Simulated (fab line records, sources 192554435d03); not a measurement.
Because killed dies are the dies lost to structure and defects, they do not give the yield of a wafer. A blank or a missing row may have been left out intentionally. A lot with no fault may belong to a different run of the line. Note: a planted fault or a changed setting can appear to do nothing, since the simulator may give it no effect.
Which tool was responsible?	flow n5 finfet	10 lots with 30 wafers sampled at 5 steps, on a route of 1938 steps

== WHAT EACH GAUGE READ, for each wafer ==
N5_BEOL_M14_CD_MEAS_17: target cd 250 nm. Usual: cd nm reads 250.3 nm (standard deviation 1.9).
lot	measured	on	cd nm (nm)	flag
L545	day 12 06:05	cd sem-02	247.8 248.2 249.5	
L547	day 12 22:40	cd sem-03	252.6 251.6 249.2	
L549	day 12 23:10	cd sem-02	249.3 247.0 246.8	
L552	day 13 09:06	cd sem-01	248.3 252.1 248.0	
L550	day 14 02:55	cd sem-02	251.2 251.1 249.8	
L554	day 14 07:08	cd sem-02	251.1 251.8 250.7	
L565	day 16 18:33	cd sem-02	249.7 258.4 253.9	
L567	day 17 12:31	cd sem-02	247.9 249.3 247.6	
L566	day 17 12:40	cd sem-01	250.9 258.0 249.8	
L568	day 17 17:20	cd sem-01	251.0 249.6 250.3	

== WHAT TOOL EACH LOT RAN ON (gives the tool, then ch and the chambers of the sampled wafers, and finally the start) ==
lot	N5_BEOL_M13_ANNEAL_48	N5_BEOL_M14_DESCUM_15	N5_BEOL_M14_ETCH_59	N5_BEOL_M14_STRIP_63
L545	rtp anneal-02 ch 0, day 12 04:17	rie diel-05 ch 1,2,3, day 12 05:37	rie diel-05 ch 1,2,3, day 12 05:39	rie diel-05 ch 1,2,3, day 12 06:05 or earlier
L547	rtp anneal-01 ch 0, day 12 20:52	rie diel-02 ch 0,1,2, day 12 22:14	rie diel-02 ch 0,1,2, day 12 22:16	rie diel-02 ch 0,1,2, day 12 22:40 or earlier
L549	rtp anneal-01 ch 0, day 12 21:08	rie diel-01 ch 1,3, day 12 22:44	rie diel-01 ch 1,3, day 12 22:46	rie diel-01 ch 1,3, day 12 23:10 or earlier
L552	rtp anneal-02 ch 0, day 13 06:49	rie diel-01 ch 1,2,3, day 13 08:24	rie diel-01 ch 1,2,3, day 13 08:26	rie diel-01 ch 1,2,3, day 13 09:06 or earlier
L550	rtp anneal-01 ch 0, day 14 01:02	rie diel-01 ch 0,2,3, day 14 02:28	rie diel-01 ch 0,2,3, day 14 02:31	rie diel-01 ch 0,2,3, day 14 02:55 or earlier
L554	rtp anneal-01 ch 0, day 14 05:15	rie diel-05 ch 2,3, day 14 06:42	rie diel-05 ch 2,3, day 14 06:44	rie diel-05 ch 2,3, day 14 07:08 or earlier
L565	rtp anneal-01 ch 0, day 16 16:38	rie diel-01 ch 0,3, day 16 18:07	rie diel-01 ch 0,3, day 16 18:09	rie diel-01 ch 0,3, day 16 18:33 or earlier
L567	rtp anneal-02 ch 0, day 17 10:31	rie diel-02 ch 0,1,3, day 17 12:05	rie diel-02 ch 0,1,3, day 17 12:07	rie diel-02 ch 0,1,3, day 17 12:31 or earlier
L566	rtp anneal-01 ch 0, day 17 10:46	rie diel-01 ch 1,2,3, day 17 12:13	rie diel-01 ch 1,2,3, day 17 12:16	rie diel-01 ch 1,2,3, day 17 12:40 or earlier
L568	rtp anneal-02 ch 0, day 17 15:38	rie diel-05 ch 0,2,3, day 17 16:55	rie diel-05 ch 0,2,3, day 17 16:58	rie diel-05 ch 0,2,3, day 17 17:20 or earlier
- N5_BEOL_M13_ANNEAL_48: time 90 s.
- N5_BEOL_M14_DESCUM_15: chemistry O2, time 7.9 s.
- N5_BEOL_M14_ETCH_59: etches BARC in N2/H2, target depth 89 nm, overetch 26.7 nm, time 67.9 s.
- N5_BEOL_M14_STRIP_63: strips in O2.

== WHAT THE TOOLS THEMSELVES READ (means of the sampled wafers that have a number; where no wafer has one, the mark that the record gives instead) ==
N5_BEOL_M13_ANNEAL_48. Usual: wafer_temp_C_max reads 226.0 (standard deviation 0.37).
lot	tool	wafer_temp_C_max	flag
L545	rtp anneal-02	226.0	
L547	rtp anneal-01	226.6	
L549	rtp anneal-01	226.8	
L552	rtp anneal-02	226.0	
L550	rtp anneal-01	226.4	
L554	rtp anneal-01	226.4	
L565	rtp anneal-01	226.5	
L567	rtp anneal-02	225.9	
L566	rtp anneal-01	226.6	
L568	rtp anneal-02	225.9	

N5_BEOL_M14_DESCUM_15. Usual: drypump motor current A 5.9 A, standard deviation 0.57; o2 flow sccm 225.0 sccm, standard deviation 0.7; oes product au 0.80 a.u., standard deviation 0.09; rf vpp V 243.7 V, standard deviation 1.4; showerhead plenum p Torr 2.13 Torr, standard deviation 0.083; throttle valve pct 20.34 %, standard deviation 0.3.
lot	tool	drypump motor current A (A)	o2 flow sccm (sccm)	oes product au (a.u.)	rf vpp V (V)	showerhead plenum p Torr (Torr)	throttle valve pct (%)	flag
L545	rie diel-05	6.1	224.8	0.78	243.5	2.15	20.34	
L547	rie diel-02	6.2	225.1	0.77	244.9	2.14	20.18	
L549	rie diel-01	5.4	224.9	0.80	242.8	2.07	20.18	
L552	rie diel-01	5.4	225.5	0.75	243.4	2.06	20.36	
L550	rie diel-01	5.6	225.4	0.72	242.3	2.02	20.38	
L554	rie diel-05	6.0	224.8	0.82	245.2	2.21	20.43	
L565	rie diel-01	6.2	224.9	0.70	242.2	2.04	20.45	
L567	rie diel-02	6.3	224.4	0.85	244.6	2.18	20.14	
L566	rie diel-01	5.4	224.8	0.82	243.7	2.14	20.27	
L568	rie diel-05	5.8	224.7	0.89	244.1	2.17	20.42	

N5_BEOL_M14_ETCH_59. Usual: drypump motor current A 5.9 A, standard deviation 0.57; oes product au 0.68 a.u., standard deviation 0.073; rf vpp V 525.1 V, standard deviation 2.8; showerhead plenum p Torr 2.58 Torr, standard deviation 0.091; throttle valve pct 17.80 %, standard deviation 0.26.
lot	tool	drypump motor current A (A)	oes product au (a.u.)	rf vpp V (V)	showerhead plenum p Torr (Torr)	throttle valve pct (%)	flag
L545	rie diel-05	6.1	0.67	526.2	2.62	17.79	
L547	rie diel-02	6.1	0.66	525.5	2.62	17.78	
L549	rie diel-01	5.4	0.68	522.9	2.53	17.75	
L552	rie diel-01	5.4	0.64	522.7	2.51	17.89	
L550	rie diel-01	5.6	0.62	521.8	2.46	17.86	
L554	rie diel-05	6.0	0.71	527.0	2.67	17.79	
L565	rie diel-01	6.2	0.61	522.0	2.48	17.86	
L567	rie diel-02	6.3	0.72	526.8	2.64	17.55	
L566	rie diel-01	5.4	0.69	526.0	2.60	17.79	
L568	rie diel-05	5.8	0.75	526.9	2.61	17.76	

N5_BEOL_M14_STRIP_63. Usual: drypump motor current A 5.9 A, standard deviation 0.57; o2 flow sccm 225.0 sccm, standard deviation 0.64; oes product au 0.80 a.u., standard deviation 0.09; rf vpp V 3.6 V, standard deviation 0.88; showerhead plenum p Torr 2.13 Torr, standard deviation 0.083; throttle valve pct 16.58 %, standard deviation 0.27.
lot	tool	drypump motor current A (A)	o2 flow sccm (sccm)	oes product au (a.u.)	rf vpp V (V)	showerhead plenum p Torr (Torr)	throttle valve pct (%)	flag
L545	rie diel-05	6.1	225.4	0.78	4.2	2.16	16.56	
L547	rie diel-02	6.1	224.9	0.77	3.7	2.15	16.47	
L549	rie diel-01	5.5	224.8	0.80	3.9	2.07	16.46	
L552	rie diel-01	5.4	225.3	0.75	4.1	2.07	16.61	
L550	rie diel-01	5.6	225.5	0.72	3.9	2.02	16.65	
L554	rie diel-05	6.0	225.2	0.83	4.0	2.22	16.59	
L565	rie diel-01	6.2	225.1	0.70	4.2	2.04	16.73	
L567	rie diel-02	6.2	224.8	0.85	3.5	2.18	16.41	
L566	rie diel-01	5.4	225.3	0.82	2.8	2.14	16.52	
L568	rie diel-05	5.8	225.1	0.88	2.9	2.17	16.59	

== THE ANSWER, worked out from the rows above alone ==
Rule: take the mean of a lot's wafers that have a number; if it is more than 3 standard deviations from the usual mean, the lot is off. A lot without any number at a reading at which 4 lots or more have one is off too. The other lots that the step has rows for count as sound. After the gauges, taken in route order, come the tools' own readings; for these a lot's mean is taken, as printed above. The first step at which some lot is off is used, and at that step the reading that is off furthest; a lot without a number counts as furthest.
No lot is off on any of the readings shown, so nothing can be concluded from this.

== WHAT THE SIMULATOR HAD INSERTED ==
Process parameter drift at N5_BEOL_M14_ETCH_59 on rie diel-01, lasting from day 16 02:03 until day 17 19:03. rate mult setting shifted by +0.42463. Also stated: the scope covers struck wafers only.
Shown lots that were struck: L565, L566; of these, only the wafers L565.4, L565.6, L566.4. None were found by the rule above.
